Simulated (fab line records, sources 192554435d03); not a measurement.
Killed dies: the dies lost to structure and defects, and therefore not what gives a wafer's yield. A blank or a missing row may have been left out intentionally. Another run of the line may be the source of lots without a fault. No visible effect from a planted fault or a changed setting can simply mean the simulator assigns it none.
A struck lot beside a sound one + flow n5-finfet + 20 steps out of a route of 1938
Sound: the wafers L525.2, L525.4, L525.6. Struck: wafers L512.1, L512.3, L512.4. Last of all comes the cause.
At each step with rows: each side's tool, then ch and its chambers, then its first start. Under that, the readings that differ: sound wafers + struck wafers + difference of the means + sigmas: that difference in standard deviations of wafers without a fault.
alike: readings with means less than 2 such deviations apart, plus words and numbers identical on both sides. not compared: withheld readings, readings lacking a value on some wafer, bounds such as >300 that could conceal the same value, and numbers that have no deviation in the record and whose values overlap.
The two part at a step that has a row with sigmas, a row that says differs or no value, or rows on one side only. Numbers that don't overlap but have no deviation are shown without sigmas and don't part them. A reading missing from all wafers of one side parts the sides only when that side holds two or more wafers.

first, 11 steps without rows for these wafers: N5_BEOL_M3_ETCH_74 (etches underlayer in N2/H2, target depth 6.5 nm, time 5.2 s); N5_BEOL_M3_ETCH_63 (etches SiARC in CF4, target depth 15.6 nm, time 26 s); N5_BEOL_M3_ETCH_64 (etches SOC in N2/H2, target depth 75 nm, overetch 15 nm, time 112.5 s); N5_BEOL_M3_STRIP_65 (strips in N2/H2); N5_BEOL_M3_STRIP_75 (strips in N2/H2); N5_BEOL_M3_STRIP_66 (strips in CF4); N5_BEOL_M3_HM_OPEN_17 (chemistry Cl2/BCl3, target TiN, target depth 20 nm, overetch 6 nm); N5_BEOL_M3_STRIP_19 (strips in O2); N5_BEOL_M3_COAT_67 (time 60 s, resist thk 60 nm); N5_BEOL_M3_COAT_68 (time 60 s, resist thk 12 nm); N5_BEOL_M3_COAT_76 (time 60 s, resist thk 5 nm).
N5_BEOL_M3_COAT_22: resist thk 30 nm.
  sound on litho-track-02 ch 0, day 12 15:48; struck on litho-track-05 ch 0, day 9 12:36
| reading                                      | sound                | struck               | difference | sigmas      |
|----------------------------------------------|----------------------|----------------------|------------|-------------|
| spin-speed-rpm (rpm)                         | 1500.7 1500.9 1498.9 | 1337.1 1337.0 1335.9 | -163.5     | -99 or more |
| model.CAR-EUV_of_BEOL_M3_COAT_22.thk-nm (nm) | 30 30 30.2           | 31.6 31.6 31.6       | +1.5       |             |
then, 5 steps without rows for these wafers: N5_BEOL_M3_EBR_24; N5_BEOL_M3_SOFTBAKE_23 (time 60 s); N5_BEOL_M3_EXPOSE_25 (exposes mask V2, defocus 5 nm); N5_BEOL_M3_PEB_26 (peb time 60 s); N5_BEOL_M3_DEVELOP_27 (develop time 30 s).
N5_BEOL_M3_DESCUM_33: chemistry O2, time 7 s.
  sound on rie-diel-02 ch 1,2, day 12 16:19; struck on rie-diel-02 ch 1,2,3, day 9 13:00
| reading                                      | sound        | struck         | difference | sigmas |
|----------------------------------------------|--------------|----------------|------------|--------|
| model.CAR-EUV_of_BEOL_M3_COAT_22.thk-nm (nm) | 26 26.2 26.2 | 27.8 27.8 27.8 | +1.7       |        |
  alike: drypump-motor-current-A, oes-product-au, rf-vpp-V, showerhead-plenum-p-Torr, throttle-valve-pct
  not compared: rf-hours-counter-h
then, 1 step without rows for these wafers: N5_BEOL_M3_ETCH_77 (etches underlayer in N2/H2, target depth 6.5 nm, time 5.2 s).
N5_BEOL_M4_RC_MEAS_101:
  sound on prober-01 ch 0, day 13 10:15; struck on prober-01 ch 0, day 10 07:11
  alike: DIBL_N, DIBL_P, IOFF_N, IOFF_P, ION_N, ION_P, SS_N, SS_P, VT_N, VT_P

## WHERE THEY PART
Only at N5_BEOL_M3_COAT_22, as far as this record shows. Later steps at which nothing parts them and some readings are alike: N5_BEOL_M3_DESCUM_33, N5_BEOL_M4_RC_MEAS_101.

WHY: the cause the simulator had injected
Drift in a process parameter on litho-track-05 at N5_BEOL_M3_COAT_22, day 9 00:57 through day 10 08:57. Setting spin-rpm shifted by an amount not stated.
